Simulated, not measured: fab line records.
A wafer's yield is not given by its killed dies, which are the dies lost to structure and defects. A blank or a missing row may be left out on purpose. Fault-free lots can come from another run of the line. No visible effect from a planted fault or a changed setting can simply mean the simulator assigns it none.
A struck lot beside a sound one    flow nandHarc    24 steps out of a route of 1302
Sound: the wafers L362.2, L362.3, L362.5. Wafers L369.2, L369.3, L369.5 were the ones struck. At the end, the cause is stated.
Each step with rows lists, per side, the tool, then ch with its chambers, then its first start. Under that, the readings that differ: sound wafers    struck wafers    difference of the means    sigmas: that difference in standard deviations of wafers without a fault.
alike: words and numbers the same on both sides, and readings whose means are apart by under 2 such deviations; not compared: readings that were withheld, readings missing a value for some wafer, numbers with overlapping values and no deviation given by the record, and bounds like >300 which may hide the same value.
Wherever a step has rows on one side only, a row that says differs or no value, or a row with sigmas, the two part there. Numbers that don't overlap but have no deviation are shown without sigmas and don't part them. A reading that every wafer of one side lacks parts them only if that side has two wafers or more.

first, 1 step without rows for these wafers: NHARC_A_M0_SRD_25.
NHARC_A_M0_INSPECT_27:
  struck on defectInspect-02, day 30 06:54; sound on defectInspect-02, day 25 10:49
  alike: rawDefectCount
NHARC_A_M0_PRE_CLEAN_31: time 12 s.
  sound on pecvd-04 ch 0,1, day 25 11:26; struck on pecvd-02 ch 1,2, day 30 06:59
  alike: heaterPowerW
NHARC_A_M0_DEP_32: deposits SiCN, target thk 30 nm.
  sound on pecvd-04 ch 0,1, day 25 11:31; struck on pecvd-02 ch 1,2, day 30 07:05
  alike: heaterPowerW
then, 7 steps without rows for these wafers: NHARC_A_M1_DEP_00 (deposits SiOC, target thk 182.5 nm); NHARC_A_M1_DEHYDRATE_01 (time 120 s); NHARC_A_M1_HMDS_02 (time 30 s); NHARC_A_M1_COAT_34 (time 65 s); NHARC_A_M1_COAT_03 (resist thk 90 nm); NHARC_A_M1_SOFTBAKE_04 (time 55 s); NHARC_A_M1_EBR_05.
NHARC_A_M1_EXPOSE_06: exposes mask A M1, target cd 120 nm.
  sound on arfiScanner-03 ch 0, day 25 12:37; struck on arfiScanner-03 ch 0, day 30 08:10
reading            sound              struck                difference  sigmas
exposureDoseMJCm2  75.21 75.13 75.10  112.32 112.37 112.35  +37.20      +99 or more
  alike: mask
then, 2 steps without rows for these wafers: NHARC_A_M1_PEB_07 (peb time 65 s); NHARC_A_M1_DEVELOP_08 (develop time 35 s).
NHARC_A_M1_CD_MEAS_09 targets a cd of 120 nm.
  sound on cdSem-03 ch 0, day 25 12:46; struck on cdSem-03 ch 0, day 30 08:17
reading    sound              struck             difference  sigmas
cdNm (nm)  119.5 120.2 119.6  144.4 143.9 143.5  +24.2       +42
NHARC_A_M1_OVL_MEAS_10: pitch 240 nm.
  struck on overlay-02, day 30 08:23; sound on overlay-02, day 25 12:51
  alike: overlayXNm, overlayYNm
NHARC_A_M1_INSPECT_11:
  struck on defectInspect-02, day 30 08:25; sound on defectInspect-02, day 25 12:53
reading         sound        struck    difference  sigmas
rawDefectCount  133 109 138  20 27 23  -103        -3
NHARC_A_M1_DESCUM_14: chemistry O2, time 3 s.
  sound on rieDiel-03 ch 0,2, day 25 12:56; struck on rieDiel-03 ch 1,3, day 30 08:29
reading               sound              struck             difference  sigmas
model.A_M1.cdNm (nm)  117.9 119.9 119.6  143.8 143.7 143.8  +24.6       
  alike: drypumpMotorCurrentA, oesProductAu, rfVppV, showerheadPlenumPTorr, throttleValvePct
  not compared: rfHoursCounterH
NHARC_A_M1_ETCH_35: etches the open film in N2/H2, target depth 40 nm, overetch 12 nm, time 43.94 s.
  sound on rieDiel-03 ch 0,2,3, day 25 13:03; struck on rieDiel-03 ch 1,2, day 30 08:34
  alike: drypumpMotorCurrentA, h2FlowSccm, n2FlowSccm, oesProductAu, rfVppV, showerheadPlenumPTorr, throttleValvePct
  not compared: rfHoursCounterH
NHARC_A_M1_ETCH_15: etches the open film in C4F8/Ar, target depth 182.5 nm, time 91.2 s.
  sound: rieDiel-03 ch 0,2; struck: rieDiel-03 ch 0,1
  alike: oesProductAu, rfVppV
  not compared: rfHoursCounterH
NHARC_A_M1_CD_MEAS_16:
  struck on cdSem-03, day 30 08:47; sound on cdSem-01, day 25 13:17
reading    sound              struck             difference  sigmas
cdNm (nm)  118.2 119.8 119.4  143.1 143.6 143.4  +24.2       +29
NHARC_A_M1_STRIP_18: strips in N2/H2.
  sound on rieDiel-07 ch 1,3, day 25 13:23; struck on rieDiel-03 ch 1,2,3, day 30 08:55
  alike: drypumpMotorCurrentA, h2FlowSccm, n2FlowSccm, oesProductAu, rfVppV, showerheadPlenumPTorr, throttleValvePct
  not compared: rfHoursCounterH
NHARC_A_M1_ETCH_28: etches the open film in CF4/N2, target depth 30 nm, time 72.99 s.
  sound: rieDiel-07 ch 0,2,3; struck: rieDiel-03 ch 1,3
reading               sound              struck           difference  sigmas
model.A_M1.cdNm (nm)  118.5 119.5 119.8  142.8 144 142.1  +23.7       
  alike: drypumpMotorCurrentA, n2FlowSccm, oesProductAu, rfVppV, showerheadPlenumPTorr, throttleValvePct
  not compared: rfHoursCounterH
then, 1 step without rows for these wafers: NHARC_A_M1_STRIP_19 (strips in post etch residue remover, time 600 s).

## WHERE THEY PART
First at NHARC_A_M1_EXPOSE_06; last, within this record, at NHARC_A_M1_CD_MEAS_16. Later steps at which nothing parts them and some readings are alike: NHARC_A_M1_STRIP_18, NHARC_A_M1_ETCH_28.

WHY: what the simulator had put in
Process parameters drifting: arfiScanner-03 at NHARC_A_M1_EXPOSE_06, beginning at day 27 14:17. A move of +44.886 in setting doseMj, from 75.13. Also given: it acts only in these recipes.
